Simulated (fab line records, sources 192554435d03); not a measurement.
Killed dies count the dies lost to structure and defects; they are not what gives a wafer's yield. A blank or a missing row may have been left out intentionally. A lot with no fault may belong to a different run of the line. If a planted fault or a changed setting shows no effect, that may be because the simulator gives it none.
Split-lot study -- flow n5 finfet -- 21 wafers read from 7 lots, route of 1938 steps

THE SPLIT ITSELF
At N5_ZERO_LAYER_COAT_05 (resist thk 1000 nm), the setting spin rpm was moved away from the recipe's 1500 rpm on 7 of the 21 wafers read, by -5.5% to +10.5%. The other wafers ran this setting at the recipe's value.

FROM THE SPLIT TO THE READING: what the file shows between them, 4 steps
- N5_ZERO_LAYER_EBR_07
- N5_ZERO_LAYER_SOFTBAKE_06: time 90 s
- N5_ZERO_LAYER_DESCUM_16: chemistry O2, time 7.9 s
- N5_ZERO_LAYER_ETCH_17: etches SiO2 in CF4, target depth 12 nm, time 13.3 s

THE READING
coat_of_ZERO_LAYER_COAT_05.thk nm (the simulator's own value, which no gauge read), in nm, at N5_ZERO_LAYER_ETCH_18 (etches Si in HBr/Cl2, target depth 120 nm, time 40 s). No usual value for it is given in the file. Here, 14 wafers ran the recipe; their average is 929.7 nm with a standard deviation of 2.9 nm.

wafer,"tool, chamber at the split","spin rpm as run, rpm",against the recipe,"coat_of_ZERO_LAYER_COAT_05.thk nm, nm",against lot-mates on the recipe
L075.1,"litho track-05, 0",1500,recipe,929.2,-
L075.2,"litho track-05, 0",1658,+10.5%,880.2,-49.3
L075.4,"litho track-05, 0",1500,recipe,929.8,-
L081.2,"litho track-01, 0",1500,recipe,930.8,-
L081.4,"litho track-01, 0",1500,recipe,931.3,-
L081.6,"litho track-01, 0",1500,recipe,935.3,-
L084.1,"litho track-02, 0",1500,recipe,929.1,-
L084.5,"litho track-02, 0",1441,-3.9%,947.3,+18.2
L084.6,"litho track-02, 0",1441,-3.9%,947.9,+18.8
L086.1,"litho track-01, 0",1500,recipe,929.4,-
L086.4,"litho track-01, 0",1500,recipe,931.4,-
L086.5,"litho track-01, 0",1500,recipe,931.1,-
L090.1,"litho track-01, 0",1417,-5.5%,964.7,+31.9
L090.2,"litho track-01, 0",1417,-5.5%,962.7,+29.9
L090.4,"litho track-01, 0",1500,recipe,932.8,-
L095.1,"litho track-05, 0",1500,recipe,924.2,-
L095.2,"litho track-05, 0",1595,+6.3%,894.7,-31.5
L095.3,"litho track-05, 0",1500,recipe,928.1,-
L096.1,"litho track-02, 0",1500,recipe,929,-
L096.2,"litho track-02, 0",1500,recipe,924,-
L096.6,"litho track-02, 0",1643,+9.5%,883.6,-42.9

FIT RESULTS
A straight line over all 21 wafers: coat_of_ZERO_LAYER_COAT_05.thk nm changes by -5.1 nm for each +1% of spin rpm; r = -0.99; the points scatter about the line by 3.4 nm.
The same after taking each lot's own level away (the mean of its wafers on the recipe; 21 wafers): -4.85 nm for each +1%; r = -0.99; scatter 2 nm.
According to that fit, moving spin rpm by its largest amount changes the reading by 51 nm.
The lots' own levels span 926.15 to 932.80 nm, that is 2.3 times the standard deviation above.
Consequently the slope shifts little with the lot-to-lot level, the two slopes agreeing.
Check: for one of the wafers moved furthest among these (+10.5%), held out of the fit, the line's prediction against its lot-mates is -51.2 nm. Against them it came out at -49.3 nm.

OTHER SPLITS APPLIED TO THESE WAFERS
These wafers also went through other splits before the reading. Each is held against what the fit with the lots' levels taken away leaves over:
other split on the same wafers,wafers away from the commonest value,r with coat_of_ZERO_LAYER_COAT_05.thk nm (lot level and that fit taken away)
N5_ZERO_LAYER_PECVD_02 time s,8,+0.35

THE WHOLE CHAIN: every reading that the file lists as answering this split, in the file's order
step,what it does,reading,change (the file's fit),r (the file's)
N5_ZERO_LAYER_COAT_05,resist thk 1000 nm,"coat_of_ZERO_LAYER_COAT_05.thk nm (the simulator's own value, which no gauge read)",-4.74 nm for each +1% of the setting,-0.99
N5_ZERO_LAYER_ETCH_18,"etches Si in HBr/Cl2, target depth 120 nm, time 40 s","coat_of_ZERO_LAYER_COAT_05.thk nm (the simulator's own value, which no gauge read)",-4.76 nm for each +1% of the setting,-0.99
N5_ZERO_LAYER_STRIP_24,strips in O2,strip time to endpoint s,withheld for each +1% of the setting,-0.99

FILE'S OWN FIT
coat_of_ZERO_LAYER_COAT_05.thk nm changes by -4.76 nm for each +1% of spin rpm, r = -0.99.
